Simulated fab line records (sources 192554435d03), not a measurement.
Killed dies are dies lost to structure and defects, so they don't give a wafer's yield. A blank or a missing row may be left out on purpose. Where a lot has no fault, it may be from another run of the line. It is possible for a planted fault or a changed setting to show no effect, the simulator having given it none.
Split-lot study | flow n5-finfet | on a route of 1938 steps: 7 lots, 39 wafers read

## THE SPLIT ITSELF
At N5_SD_EPI_P_EPI_21 (deposits SiGe:B, time 355 s), the setting epi-growth-time-s was moved away from the recipe's 355 s on 9 of the 39 wafers read, by -7.9% to +9.4%. The other wafers ran this setting at the recipe's value.

## FROM THE SPLIT TO THE READING: what the file shows between them, 3 steps
- N5_SD_EPI_P_HM_STRIP_48: strips SiNx in H3PO4, material SiNx, target depth 3 nm
- N5_SD_ACTIVATION_RTA_00: time 0 s
- N5_SD_ACTIVATION_LSA_01: time 0.0008 s

## THE READING
RS_SD_P (ohm/sq), read at N5_SD_ACTIVATION_RS_MEAS_03 with a four-point probe. Fault-free wafers of this fab line usually give 56.0 ohm/sq, standard deviation 0.98 ohm/sq.

wafer  | tool, chamber at the split | epi-growth-time-s as run, s | against the recipe | RS_SD_P, ohm/sq | against lot-mates on the recipe
L074.3 | epi-rpcvd-01, 0            | 355                         | recipe             | 57.0            | -
L074.4 | epi-rpcvd-01, 0            | 355                         | recipe             | 58.2            | -
L074.6 | epi-rpcvd-01, 0            | 355                         | recipe             | 58.7            | -
L077.1 | epi-rpcvd-02, 0            | 355                         | recipe             | 55.7            | -
L077.2 | epi-rpcvd-02, 0            | 355                         | recipe             | 56.2            | -
L077.3 | epi-rpcvd-02, 0            | 327                         | -7.9%              | 58.9            | +3.0
L077.4 | epi-rpcvd-02, 0            | 355                         | recipe             | 55.8            | -
L077.5 | epi-rpcvd-02, 0            | 327                         | -7.9%              | 59.0            | +3.1
L077.6 | epi-rpcvd-02, 0            | 327                         | -7.9%              | 59.4            | +3.5
L078.1 | epi-rpcvd-02, 0            | 338.6                       | -4.6%              | 59.8            | +2.4
L078.2 | epi-rpcvd-02, 0            | 338.6                       | -4.6%              | 58.6            | +1.2
L078.3 | epi-rpcvd-02, 0            | 338.6                       | -4.6%              | 59.3            | +1.9
L078.4 | epi-rpcvd-02, 0            | 355                         | recipe             | 57.7            | -
L078.5 | epi-rpcvd-02, 0            | 355                         | recipe             | 57.0            | -
L078.6 | epi-rpcvd-02, 0            | 355                         | recipe             | 57.6            | -
L082.1 | epi-rpcvd-01, 0            | 355                         | recipe             | 57.5            | -
L082.2 | epi-rpcvd-01, 0            | 355                         | recipe             | 57.7            | -
L082.3 | epi-rpcvd-01, 0            | 355                         | recipe             | 57.7            | -
L082.4 | epi-rpcvd-01, 0            | 355                         | recipe             | 56.9            | -
L082.5 | epi-rpcvd-01, 0            | 355                         | recipe             | 56.2            | -
L082.6 | epi-rpcvd-01, 0            | 355                         | recipe             | 56.4            | -
L084.1 | epi-rpcvd-02, 0            | 355                         | recipe             | 56.5            | -
L084.2 | epi-rpcvd-02, 0            | 355                         | recipe             | 56.6            | -
L084.3 | epi-rpcvd-02, 0            | 355                         | recipe             | 56.8            | -
L084.4 | epi-rpcvd-02, 0            | 355                         | recipe             | 56.5            | -
L084.5 | epi-rpcvd-02, 0            | 355                         | recipe             | 55.8            | -
L084.6 | epi-rpcvd-02, 0            | 355                         | recipe             | 56.5            | -
L093.1 | epi-rpcvd-01, 0            | 355                         | recipe             | 55.5            | -
L093.2 | epi-rpcvd-01, 0            | 355                         | recipe             | 56.9            | -
L093.3 | epi-rpcvd-01, 0            | 355                         | recipe             | 56.6            | -
L093.4 | epi-rpcvd-01, 0            | 355                         | recipe             | 56.6            | -
L093.5 | epi-rpcvd-01, 0            | 355                         | recipe             | 56.5            | -
L093.6 | epi-rpcvd-01, 0            | 355                         | recipe             | 57.1            | -
L094.1 | epi-rpcvd-02, 0            | 355                         | recipe             | 54.7            | -
L094.2 | epi-rpcvd-02, 0            | 355                         | recipe             | 53.1            | -
L094.3 | epi-rpcvd-02, 0            | 355                         | recipe             | 54.6            | -
L094.4 | epi-rpcvd-02, 0            | 388.4                       | +9.4%              | 50.3            | -3.8
L094.5 | epi-rpcvd-02, 0            | 388.4                       | +9.4%              | 50.6            | -3.5
L094.6 | epi-rpcvd-02, 0            | 388.4                       | +9.4%              | 51.0            | -3.1

FIT RESULTS
A straight line over all 39 wafers: RS_SD_P changes by -0.516 ohm/sq for each +1% of epi-growth-time-s; r = -0.86; the points scatter about the line by 1.1 ohm/sq.
The same after taking each lot's own level away (the mean of its wafers on the recipe; 39 wafers): -0.386 ohm/sq for each +1%; r = -0.95; scatter 0.5 ohm/sq.
That fit puts the effect of the largest move of epi-growth-time-s on the reading at 3.6 ohm/sq.
The span of the lots' own levels, 54.13 to 57.97 ohm/sq, comes to 3.9 times the standard deviation stated above.
Hence the slope depends on the lot-to-lot level, as the two fits are not the same.
Check: -3.55 ohm/sq against its lot-mates is what the line predicts for one of the wafers moved furthest among these (+9.4%) when that wafer is left out of the fit. It came out at -3.83 ohm/sq against them.

## FURTHER SPLITS ON THESE WAFERS
Before the reading, these wafers also passed through other splits. Each is held against what the fit with the lots' levels taken away leaves over:
other split on the same wafers        | wafers away from the commonest value | r with RS_SD_P (lot level and that fit taken away)
N5_PMOS_HMC_CHANNEL_EPI_EPI_20 temp-c | 15                                   | +0.05
N5_FIN_CUT_CUT_ETCH_15 time-s         | 15                                   | +0.25

## THE WHOLE CHAIN: every reading that the file lists as answering this split, in the file's order
step                        | what it does                 | reading                                                                           | change (the file's fit)               | r (the file's)
N5_SD_EPI_P_EPI_21          | deposits SiGe:B, time 355 s  | SiGe-B_of_SD_EPI_P_EPI_21.thk-nm (the simulator's own value, which no gauge read) | +0.408 nm for each +1% of the setting | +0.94
N5_SD_ACTIVATION_RS_MEAS_03 | measures by four-point-probe | RS_SD_P                                                                           | -0.387 for each +1% of the setting    | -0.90

## THE FILE'S OWN FIT
RS_SD_P changes by -0.387 ohm/sq for each +1% of epi-growth-time-s, r = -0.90.
